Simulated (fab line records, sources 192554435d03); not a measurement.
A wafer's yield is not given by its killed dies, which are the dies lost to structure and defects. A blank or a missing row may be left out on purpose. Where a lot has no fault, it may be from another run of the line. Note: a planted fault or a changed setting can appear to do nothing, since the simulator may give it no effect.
fab line records | flow n5Finfet | part 2 of 2: steps 25 to 34 of 34
record lots=5 wafers=15 lastDay=18
route steps=1938 shown MIM_TOP_LITHO@1843 MIM_TOP_ETCH@1851 MIM_BOT_LITHO@1854 MIM_BOT_ETCH@1866 PASS1_CAP@1873 TV_LITHO@1875
lots untouched by any fault: they come from a run of this same line in which no faults occurred
startH: start of the lot's first displayed wafer, in hours after the record's first day | waitH: time in hours since the lot's previous step | " as in the row above | L1.1+2: a row that stands for several wafers | - value missing, or start not given | * or withheld: withheld | < > ~ a bound
route shown NAME@n: names a module that has steps shown in the file, with the first one's number in the route | usual: mean and standard deviation over wafers with no fault | same: alike in all rows | chamber/n: place in a boat | sites: each site's reading | _std_site: how widely they spread, as a standard deviation | _edge_site: outer sites' mean less inner sites' | radiusMm: for every site, how far away it sits from the centre of the wafer | mask NAME#n: copy n | behind: the most recent tool/chamber to have shaped the wafer | hold: cause of the lot's hold/its duration in hours/its outcome | device: transistor that didn't switch, given as n, p or np | end of line: tests run on the same wafers once the route is complete | a step without rows: its recipe alone | killed: at the first sort, the dies lost to defects and structure; wafer yield is something else | map: a wafer's dies, marking killed ones x, the rest . and places with no die _
set.NAME: the setting as run; set.NAME@STEP: as run at that earlier step | model.NAME: the simulator's own value behind a step, which no gauge read
lots at some steps of the route; a table a step, a row a wafer
services: a tool's chamber out of use, with start hour (startH, from the record's first day; less than 0 if before it), hours out, and reason
## steps
# step N5_MIM_BOT_ETCH_ETCH_03
# recipe chemistry=Cl2/BCl3 targetDepthA=120 pressureMtorr=8 icpW=800 biasW=100 Cl2_flow_sccm=20 bcl3FlowSccm=80
# usual chamberPressureMTorr=8.001/0.0078 drypumpMotorCurrentA=5.7/0.61 oesProductAu=0.80/0.078 throttleValvePct=27.51/0.2
# columns lot.wafer tool chamber startH waitH chamberPressureMTorr drypumpMotorCurrentA oesProductAu rfHoursCounterH throttleValvePct
L075.1 rieMetal-01 0 272.86 0.1 8.007 4.6 0.90 17 27.20
L075.2 " 1 " " 8.012 5.8 0.85 15 27.41
L075.6 " 0 " " 7.994 4.6 0.91 - 27.21
L077.1 rieMetal-01 1 276.94 0.1 8.006 5.8 0.84 15 27.41
L077.2 " 0 " " 8.005 4.6 0.90 17 27.21
L077.5 " 0 " " 8.002 4.6 0.90 - 27.22
L081.1 rieMetal-03 1 310.39 0.1 7.988 5.7 0.73 52 27.43
L081.3 " 0 " " 8.000 6.5 0.82 - 27.52
L081.5 " 0 " " 7.996 6.5 0.81 - 27.51
L082.3 rieMetal-02 1 348.81 0.1 8.007 6.1 0.69 - 27.79
L082.4 " 0 " " 8.007 5.3 0.95 - 27.83
L082.5 " 1 " " 8.002 6.1 0.69 - 27.79
L096.1 rieMetal-03 0 409.64 0.1 7.989 6.5 0.78 33 27.53
L096.3 " 1 " " 8.001 5.7 0.72 - 27.45
L096.5 " 1 " " 8.009 5.7 0.71 - 27.44
# step N5_MIM_BOT_ETCH_ETCH_00
# recipe chemistry=Cl2/BCl3 target=TiN targetDepthA=455 ionEnergyEv=150 pressureMtorr=10 icpW=1000 biasW=126 Cl2_flow_sccm=53.25 bcl3FlowSccm=21.75 Ar_flow_sccm=25
# usual chamberPressureMTorr=9.999/0.012 drypumpMotorCurrentA=5.7/0.61 oesProductAu=0.81/0.077 throttleValvePct=21.88/0.12
# columns lot.wafer tool chamber startH waitH chamberPressureMTorr drypumpMotorCurrentA oesProductAu rfHoursCounterH throttleValvePct
L075.1 rieMetal-01 0 272.95 0.1 10.006 4.6 0.90 17 21.70
L075.2 " 1 " " 10.001 5.9 0.84 15 21.74
L075.6 " 0 " " 9.999 4.6 0.90 - 21.74
L077.1 rieMetal-01 1 277.03 0.1 9.999 5.9 0.86 15 21.74
L077.2 " 0 " " 10.003 4.6 0.89 17 21.73
L077.5 " 0 " " 9.997 4.6 0.90 - 21.75
L081.1 rieMetal-03 1 310.48 0.1 10.002 5.7 0.74 52 21.88
L081.3 " 0 " " 10.000 6.5 0.81 - 21.89
L081.5 " 0 " " 10.019 6.4 0.82 - 21.90
L082.3 rieMetal-02 1 348.91 0.1 10.001 6.1 0.70 - 22.09
L082.4 " 0 " " 10.000 5.3 0.94 - 21.99
L082.5 " 1 " " 10.016 6.1 0.69 - 22.09
L096.1 rieMetal-03 0 409.73 0.1 10.013 6.5 0.78 33 21.94
L096.3 " 1 " " 9.989 5.7 0.72 - 21.86
L096.5 " 1 " " 10.001 5.7 0.72 - 21.88
# step N5_MIM_BOT_ETCH_STRIP_01
# recipe chemistry=O2 powerW=600 tempC=60 pressureMtorr=30 rfFrequencyHz=6e+07 biasPowerW=0 overashFraction=0.5 o2FlowSccm=225
# usual chamberPressureMTorr=29.99/0.079 drypumpMotorCurrentA=5.9/0.58 oesProductAu=0.79/0.097 rfVppV=3.8/1.4 showerheadPlenumPTorr=2.09/0.07 throttleValvePct=16.67/0.21
# columns lot.wafer tool chamber startH waitH chamberPressureMTorr drypumpMotorCurrentA oesProductAu rfHoursCounterH rfVppV showerheadPlenumPTorr throttleValvePct
L075.1 rieDiel-02 0 273.09 0.1 30.03 5.7 0.75 181 2.1 2.08 16.79
L075.2 " 1 " " 29.85 6.7 0.79 113 5.3 2.19 16.42
L075.6 " 1 " " 30.11 6.7 0.80 - 3.1 2.19 16.39
L077.1 rieDiel-02 3 277.17 0.1 30.05 5.7 0.69 237 2.8 2.09 16.97
L077.2 " 2 " " 30.00 6.1 0.73 145 2.5 2.09 16.70
L077.5 " 1 " " 30.06 6.7 0.81 - 3.0 2.19 16.39
L081.1 rieDiel-06 3 310.62 0.1 30.10 5.1 0.70 221 4.2 2.00 16.51
L081.3 " 0 " " 30.01 5.8 0.97 3 5.7 2.22 16.57
L081.5 " 1 " " 29.89 5.5 0.68 - 2.4 1.99 17.15
L082.3 rieDiel-02 2 349.01 0.1 30.09 6.1 0.73 172 4.5 2.08 16.77
L082.4 " 1 " " 30.01 6.7 0.78 141 3.6 2.18 16.41
L082.5 " 3 " " 29.86 5.7 0.96 - 2.7 2.08 16.61
L096.1 rieDiel-06 3 409.87 0.1 29.95 5.0 0.96 2 5.4 2.26 16.14
L096.3 " 1 " " 29.96 5.5 0.92 15 1.6 2.24 16.74
L096.5 " 0 " " 29.94 5.8 0.85 - 5.3 2.21 16.63
# step N5_MIM_BOT_ETCH_STRIP_02
# recipe chemistry=postEtchResidueRemover timeS=1200 tempC=72.5
# columns lot.wafer tool chamber startH waitH
L075.1+2+6 wetBench-01 3,4,1 273.16 -
L077.1+2+5 wetBench-03 5,0,4 277.23 -
L081.1+3+5 wetBench-04 7,1,2 310.69 -
L082.3+4+5 wetBench-01 0,3,1 349.08 -
L096.1+3+5 wetBench-01 7,0,1 409.93 -
# step N5_MIM_BOT_ETCH_CLEAN_05
# recipe chemistry=IPA timeS=180 tempC=25
# columns lot.wafer tool chamber startH waitH
L075.1+2+6 wetBench-01 3,4,1 273.49 0.0
L077.1+2+5 wetBench-03 5,0,4 277.60 0.0
L081.1+3+5 wetBench-04 7,1,2 311.36 0.0
L082.3+4+5 wetBench-01 0,3,1 349.41 0.0
L096.1+3+5 wetBench-01 7,0,1 410.27 0.0
# step N5_MIM_BOT_ETCH_SRD_06
# recipe dry=ipaMarangoni timeS=30 tempC=23 rinseLiquid=diw
# columns lot.wafer tool chamber startH waitH
L075.1+2+6 wetBench-01 3,4,1 273.54 0.0
L077.1+2+5 wetBench-03 5,0,4 277.65 0.0
L081.1+3+5 wetBench-04 7,1,2 311.46 0.0
L082.3+4+5 wetBench-01 0,3,1 349.46 0.0
L096.1+3+5 wetBench-01 7,0,1 410.32 0.0
# step N5_PASSIVATION_PECVD_55
# recipe material=SiO2 targetThkA=4000 tempC=400 precursor=SiH4/N2O pressureTorr=2.7 rfW=608 timeS=22.5
# usual heaterPowerW=683/99 showerheadPlenumPTorr=8.17/0.12 throttleValvePct=50.7/2.1
# columns lot.wafer tool chamber startH waitH heaterPowerW showerheadPlenumPTorr throttleValvePct
L075.1 pecvd-01 0 273.59 0.0 658 8.29 51.5
L075.2 " 1 " " 596 8.05 50.2
L075.6 " 2 " " 779 8.26 46.7
L077.1 pecvd-01 2 277.70 0.0 677 8.28 46.5
L077.2 " 0 " " 710 8.31 51.4
L077.5 " 0 " " 729 8.33 51.5
L081.1 pecvd-02 2 311.53 0.0 713 8.03 51.2
L081.3 " 0 " " 562 8.11 48.2
L081.5 " 0 " " 582 8.11 48.2
L082.3 pecvd-03 2 349.51 0.0 719 7.99 50.1
L082.4 " 2 " " 576 7.97 50.3
L082.5 " 1 " " 713 8.23 54.2
L096.1 pecvd-02 1 410.37 0.0 774 8.25 52.3
L096.3 " 0 " " 603 8.12 48.3
L096.5 " 0 " " 468 8.12 48.1
# step N5_PASSIVATION_PECVD_01
# recipe material=SiNx targetThkA=2000 tempC=400 precursor=SiH4/NH3/N2 pressureTorr=4.9 rfW=1406 timeS=43.2
# usual heaterPowerW=408/96 showerheadPlenumPTorr=8.68/0.085 throttleValvePct=28.7/1.1
# columns lot.wafer tool chamber startH waitH heaterPowerW showerheadPlenumPTorr throttleValvePct
L075.1 pecvd-01 0 273.63 0.0 433 8.78 28.9
L075.2 " 1 " " 311 8.61 28.0
L075.6 " 2 " " 472 8.72 26.6
L077.1 pecvd-01 2 277.74 0.0 350 8.72 26.6
L077.2 " 0 " " 437 8.78 29.1
L077.5 " 0 " " 452 8.80 29.4
L081.1 pecvd-02 2 311.56 0.0 439 8.61 29.1
L081.3 " 0 " " 313 8.66 27.3
L081.5 " 0 " " 321 8.63 27.2
L082.3 pecvd-03 2 349.55 0.0 348 8.55 28.2
L082.4 " 2 " " 360 8.55 28.3
L082.5 " 1 " " 484 8.73 30.9
L096.1 pecvd-02 1 410.40 0.0 614 8.72 29.5
L096.3 " 0 " " 304 8.65 27.4
L096.5 " 0 " " 301 8.64 27.4
# step N5_PASSIVATION_HMDS_03
# recipe timeS=60 tempC=120
# columns lot.wafer tool chamber startH waitH
L075.1+2+6 lithoTrack-03 0 273.76 0.1
L077.1+2+5 lithoTrack-03 0 277.96 0.2
L081.1+3+5 lithoTrack-05 0 312.23 0.6
L082.3+4+5 lithoTrack-02 0 350.44 0.9
L096.1+3+5 lithoTrack-02 0 412.03 1.6
# step N5_PASSIVATION_COAT_04
# recipe spinRpm=* resistThkNm=*
# columns lot.wafer tool chamber startH waitH
L075.1+2+6 lithoTrack-03 0 - -
L077.1+2+5 lithoTrack-03 0 - -
L081.1+3+5 lithoTrack-05 0 - -
L082.3+4+5 lithoTrack-02 0 - -
L096.1+3+5 lithoTrack-02 0 - -
## services
# columns tool chamber startH hours kind
krfScanner-02 - 249.46 1.5 repair
rieDiel-05 - 260.09 1.4 repair
pecvd-02 - 282.92 1.1 repair
rieMetal-02 0 284.74 9.4 repair
krfScanner-01 - 288.22 0.9 repair
rieMetal-03 - 290.84 14.6 pm
rieDiel-02 0 294.09 10.7 repair
krfScanner-02 - 303.17 0.3 repair
rieDiel-06 1 306.01 2.9 repair
krfScanner-01 - 311.56 1.0 pm
krfScanner-01 - 329.42 0.8 pm
krfScanner-02 - 336.97 1.0 pm
rieMetal-01 - 340.44 28.1 pm
krfScanner-02 - 340.97 0.8 pm
krfScanner-02 - 346.07 0.5 repair
krfScanner-02 - 356.03 1.3 pm
krfScanner-01 - 367.01 4.0 pm
pecvd-02 - 368.91 5.5 pm
rieMetal-03 - 373.47 1.4 pm
rieMetal-01 1 377.35 18.0 repair
krfScanner-01 - 383.14 7.2 pm
rieDiel-05 2 387.56 4.7 repair
krfScanner-01 - 390.34 1.3 pm
rieDiel-02 0 399.87 14.4 repair
